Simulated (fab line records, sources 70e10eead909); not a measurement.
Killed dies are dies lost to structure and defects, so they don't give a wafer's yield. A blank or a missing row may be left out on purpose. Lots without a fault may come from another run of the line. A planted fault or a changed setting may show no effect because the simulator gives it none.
Chamber matching | flow nand_harc | NHARC_P_M0_DESCUM_14 on rie_diel-06: 4 sister chambers
The step chemistry O2, time 3 s. 8 wafers are shown with their chamber, then 12 later ones without.

WAFERS WITH THEIR CHAMBER
wafer  | chamber | drypump_motor_current_A (A) | showerhead_plenum_p_Torr (Torr)
L083.2 | 2       | 5.9                         | 1.85
L083.6 | 3       | 5.9                         | 1.90
L085.3 | 1       | 4.8                         | 1.88
L085.5 | 0       | 6.1                         | 1.84
L085.6 | 1       | 4.8                         | 1.88
L086.2 | 2       | 5.8                         | 1.84
L086.4 | 0       | 6.1                         | 1.84
L086.6 | 3       | 5.9                         | 1.90

WAFERS WITHOUT THEIR CHAMBER
wafer  | drypump_motor_current_A (A) | showerhead_plenum_p_Torr (Torr)
L088.1 | 5.8                         | 1.84
L088.3 | 6.1                         | 1.83
L088.6 | 5.9                         | 1.90
L089.2 | 5.9                         | 1.90
L089.3 | 4.9                         | 1.88
L089.5 | 5.9                         | 1.90
L092.1 | 6.1                         | 1.83
L092.2 | 5.9                         | 1.90
L092.5 | 5.9                         | 1.90
L097.3 | 6.2                         | 1.83
L097.4 | 5.9                         | 1.90
L097.5 | 6.1                         | 1.83

WHICH CHAMBER EACH WENT THROUGH
wafer  | from the rows above | in truth
L088.1 | 2                   | 2
L088.3 | 0                   | 0
L088.6 | 3                   | 3
L089.2 | 3                   | 3
L089.3 | 1                   | 1
L089.5 | 3                   | 3
L092.1 | 0                   | 0
L092.2 | 3                   | 3
L092.5 | 3                   | 3
L097.3 | 0                   | 0
L097.4 | 3                   | 3
L097.5 | 0                   | 0
Placed correctly: 12 of 12. Can't be placed from these rows: 0. Placed wrongly: 0.
How it was worked out, from the rows above alone: a wafer's distance from a chamber is the root of the sum, over the readings, of the square of ((its reading less the chamber's mean) divided by the reading's scatter). The wafer belongs to the nearest chamber; if the next one is less than 2 further off, it can't be placed. A chamber's mean is the mean of its shown wafers. The scatter: the root of (the sum of the squares of (reading less its chamber's mean) over the shown wafers, divided by (wafers less chambers)).
